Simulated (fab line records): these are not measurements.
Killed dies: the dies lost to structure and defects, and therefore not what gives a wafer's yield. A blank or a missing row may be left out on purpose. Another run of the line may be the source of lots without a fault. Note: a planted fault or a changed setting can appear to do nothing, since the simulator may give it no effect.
A struck lot beside a sound one -- flow n5_finfet -- 18 steps out of a route of 1938
Sound: the wafers L571.1, L571.4, L571.6. Struck: wafer L585.3. (L585.1, L585.5 of the same lot were not struck and are left out.) The cause comes at the end.
Each step with rows lists, per side, the tool, then ch with its chambers, then its first start. Under that, the readings that differ: sound wafers -- struck wafers -- difference of the means -- sigmas: that difference in standard deviations of wafers without a fault.
alike: same words and numbers on both sides, and readings whose means sit less than 2 such deviations apart. not compared: any withheld reading, any reading some wafer has no value for, any bound like >300 that may hide the same value, and any number with overlapping values for which the record gives no deviation.
Wherever a step has rows on one side only, a row that says differs or no value, or a row with sigmas, the two part there. When numbers do not overlap yet have no deviation, they are printed without sigmas and do not part them. A reading that every wafer of one side lacks parts them only if that side has two wafers or more.

first, 5 steps without rows for these wafers: N5_SD_EPI_N_EBR_05; N5_SD_EPI_N_SOFTBAKE_04 (time 60 s); N5_SD_EPI_N_EXPOSE_06 (exposes mask SD N BLK, target cd 120 nm); N5_SD_EPI_N_PEB_07 (peb time 60 s); N5_SD_EPI_N_DEVELOP_08 (develop time 30 s).
N5_SD_EPI_N_CD_MEAS_09: target cd 120 nm.
  sound on cd_sem-02 ch 0, day 3 13:23; struck on cd_sem-01 ch 0, day 7 00:49
  alike: cd_nm
N5_SD_EPI_N_OVL_MEAS_10:
  sound on overlay-02 ch 0, day 3 13:25; struck on overlay-01 ch 0, day 7 00:50
  alike: SD_N_BLK_OVL
N5_SD_EPI_N_INSPECT_11: inspects for defects (macro).
  sound on defect_inspect-02 at day 3 13:26; struck on defect_inspect-02 at day 7 00:52
  alike: raw_defect_count
N5_SD_EPI_N_DESCUM_14: chemistry O2, time 7.9 s.
  sound on rie_diel-03 ch 0,1,3, day 3 13:29; struck on rie_diel-03 ch 3, day 7 00:54
  alike: bias_power_w, drypump_motor_current_A, oes_product_au, rf_vpp_V, showerhead_plenum_p_Torr, throttle_valve_pct
  not compared: rf_hours_counter_h
N5_SD_EPI_N_ETCH_34: etches SiARC in CF4, target depth 45.5 nm, time 75.8 s.
  sound on rie_diel-03 ch 0,1,3, day 3 13:31; struck on rie_diel-03 ch 3, day 7 00:56
  alike: drypump_motor_current_A, etch_rf_on_time_s, oes_product_au, rf_vpp_V, showerhead_plenum_p_Torr, throttle_valve_pct
  not compared: rf_hours_counter_h
N5_SD_EPI_N_ETCH_35: etches SOC in N2/H2, overetch 108 nm, time 486 s.
  sound on rie_diel-03 ch 0,1,3, day 3 13:34; struck on rie_diel-03 ch 3, day 7 00:59
  alike: drypump_motor_current_A, oes_product_au, rf_vpp_V, showerhead_plenum_p_Torr, throttle_valve_pct
  not compared: rf_hours_counter_h
then, 1 step without rows for these wafers: N5_SD_EPI_N_STRIP_36 (strips in N2/H2).
N5_SD_EPI_N_ETCHBACK_44: etches SiNx in CH3F/O2, stops on SiO2, target depth 14.5 nm.
  sound on rie_diel-03 ch 0,1,3, day 3 13:53; struck on rie_diel-03 ch 3, day 7 01:19
reading,sound,struck,difference,sigmas
over_etch_frac,0.3 0.3 0.3,0.48828,+0.18828,
model.SiARC_of_SD_EPI_N_COAT_33.thk_nm (nm),16.2 16 16.4,15.6,-0.6,
  alike: drypump_motor_current_A, oes_f_703_au, oes_product_au, rf_vpp_V, showerhead_plenum_p_Torr, throttle_valve_pct
  not compared: rf_hours_counter_h
N5_SD_EPI_N_ETCH_45: etches SiOCN in CH3F/O2, target depth 6 nm.
  sound on rie_diel-03 ch 0,1,3, day 3 13:59; struck on rie_diel-03 ch 3, day 7 01:25
reading,sound,struck,difference,sigmas
rf_vpp_V (V),124.8 128.2 126.0,128.4,+2.1,+2
  alike: drypump_motor_current_A, oes_product_au, showerhead_plenum_p_Torr, throttle_valve_pct
  not compared: rf_hours_counter_h
N5_SD_EPI_N_ETCH_16: etches SiO2 in CHF3/O2, target depth 5 nm.
  sound on rie_diel-03 ch 0,1,3, day 3 14:05; struck on rie_diel-03 ch 3, day 7 01:31
reading,sound,struck,difference,sigmas
model.SiARC_of_SD_EPI_N_COAT_33.thk_nm (nm),12.6 12.4 13,12.2,-0.5,
  alike: CHF3_flow_sccm, drypump_motor_current_A, oes_f_703_au, oes_product_au, rf_vpp_V, showerhead_plenum_p_Torr, throttle_valve_pct
  not compared: rf_hours_counter_h
then, 1 step without rows for these wafers: N5_SD_EPI_N_STRIP_47 (strips in CHF3/O2).
-- a jump in the record: the struck wafers' starts before and after are 8 days apart (it breaks off in module SD_EPI_N and resumes in module BEOL_M4, where the first step shown is number 1111 of the route) --
N5_BEOL_M4_RC_MEAS_101:
  sound on prober-01 ch 0, day 9 22:32; struck on prober-02 ch 0, day 14 20:38
  alike: DIBL_N, DIBL_P, IOFF_N, IOFF_P, ION_N, ION_P, SS_N, SS_P, VT_N, VT_P
-- the record jumps here: 5 days lie between the struck wafers' starts before and after (it left off in module BEOL_M4 and takes up again in module PASSIVATION, whose first step shown is number 1936 of the route) --
N5_PASSIVATION_PROBE_49:
  sound on prober-01 at day 14 14:05; struck on prober-02 at day 19 20:14
  alike: defect_limited_yield, killed_at_M0_to_M3, killed_at_M4_up, killed_at_contacts, killed_at_front_end, killed_at_other, killed_dies, killed_open, killed_short, sort_bin_5_function, sort_bin_6_memory, sort_n_pass, sort_yield_pct

WHERE THEY PART
Only at N5_SD_EPI_N_ETCH_45, within this record. Later steps at which nothing parts them and some readings are alike: N5_SD_EPI_N_ETCH_16, N5_BEOL_M4_RC_MEAS_101, N5_PASSIVATION_PROBE_49.

WHY: what had been put in by the simulator
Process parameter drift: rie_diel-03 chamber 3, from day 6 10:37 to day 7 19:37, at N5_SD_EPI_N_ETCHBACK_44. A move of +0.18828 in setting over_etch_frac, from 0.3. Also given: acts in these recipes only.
